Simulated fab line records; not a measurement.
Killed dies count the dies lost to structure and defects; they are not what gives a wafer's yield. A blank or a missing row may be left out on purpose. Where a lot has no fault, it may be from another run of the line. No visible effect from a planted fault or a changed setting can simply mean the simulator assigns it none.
Struck lot and sound lot, side by side + flow nand harc + 17 steps out of a route of 1302
Sound: these wafers, L234.2, L234.4, L234.5. Wafers struck: L241.2, L241.4, L241.6. At the end, the cause is stated.
Per side, at each step with rows, come the tool, then ch with its chambers, and then its first start. Under that, the readings that differ: sound wafers + struck wafers + difference of the means + sigmas: that difference in standard deviations of wafers without a fault.
alike: a reading whose means differ by less than 2 such deviations, as well as words and numbers matching on both sides. not compared: withheld readings; readings where some wafer has no value; bounds like >300 that might hide an equal value; numbers whose values overlap and for which the record gives no deviation.
A row with sigmas, a row that says differs or no value, or rows on one side alone: a step with any of these is where the two part. Numbers that don't overlap but have no deviation are shown without sigmas and don't part them. A reading that every wafer of one side lacks parts them only if that side has two wafers or more.

NHARC_A_STAIRCASE_CMP_472: polishes SiO2.
  sound on cmp-03 ch 0,1, day 23 08:22; struck on cmp-02 ch 0,1,3, day 26 03:54
  alike: motor current A
after that, 1 step had no rows for these wafers: NHARC_A_STAIRCASE_SRD_474.
NHARC_A_STAIRCASE_INSPECT_155:
  struck on defect inspect-02, day 26 04:13; sound on defect inspect-01, day 23 08:43
  alike: raw defect count
NHARC_A_SGD_CUT_DEP_00: deposits SiNx, target thk 50 nm.
  sound on pecvd-02 ch 0,1, day 23 08:47; struck on pecvd-02 ch 1,2, day 26 04:19
  alike: heater power w, rf fwd power W
then, 7 steps without rows for these wafers: NHARC_A_SGD_CUT_DEHYDRATE_01 (time 120 s); NHARC_A_SGD_CUT_HMDS_02 (time 30 s); NHARC_A_SGD_CUT_COAT_56 (time 75 s); NHARC_A_SGD_CUT_COAT_57 (time 65 s); NHARC_A_SGD_CUT_COAT_03 (resist thk 90 nm); NHARC_A_SGD_CUT_SOFTBAKE_04 (time 55 s); NHARC_A_SGD_CUT_EBR_05.
NHARC_A_SGD_CUT_EXPOSE_06: exposes mask SGD.
  sound on arfi scanner-03 ch 0, day 23 09:22; struck on arfi scanner-02 ch 0, day 26 04:53
| reading              | sound             | struck            | difference | sigmas      |
|----------------------|-------------------|-------------------|------------|-------------|
| exposure dose mJ cm2 | 85.67 85.47 85.56 | 45.88 45.90 45.84 | -39.69     | -99 or more |
  alike: mask, reticle temp C
then, 2 steps without rows for these wafers: NHARC_A_SGD_CUT_PEB_07 (peb time 65 s); NHARC_A_SGD_CUT_DEVELOP_08 (develop time 35 s).
NHARC_A_SGD_CUT_CD_MEAS_09 targets a cd of 100 nm.
  sound on cd sem-01 ch 0, day 23 09:31; struck on cd sem-03 ch 0, day 26 05:01
| reading    | sound            | struck         | difference | sigmas |
|------------|------------------|----------------|------------|--------|
| cd nm (nm) | 100.5 100.1 99.9 | 69.0 69.6 69.2 | -30.9      | -53    |
NHARC_A_SGD_CUT_OVL_MEAS_10:
  struck on overlay-01, day 26 05:06; sound on overlay-02, day 23 09:35
| reading           | sound          | struck      | difference | sigmas |
|-------------------|----------------|-------------|------------|--------|
| overlay y nm (nm) | -2.1 -2.3 -1.9 | 0.2 0.5 0.5 | +2.5       | +3     |
  alike: overlay x nm
NHARC_END_SORT_01:
  the record has rows for the sound wafers here (prober-01 ch 0, day 28 08:21) and none for the struck ones

== WHERE THEY PART ==
Last at NHARC_END_SORT_01 as far as this record goes, first at NHARC_A_SGD_CUT_EXPOSE_06.

WHY: the cause the simulator had injected
Drift in process parameters on arfi scanner-02 at NHARC_A_SGD_CUT_EXPOSE_06, starting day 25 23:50. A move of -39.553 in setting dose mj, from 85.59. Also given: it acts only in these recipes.
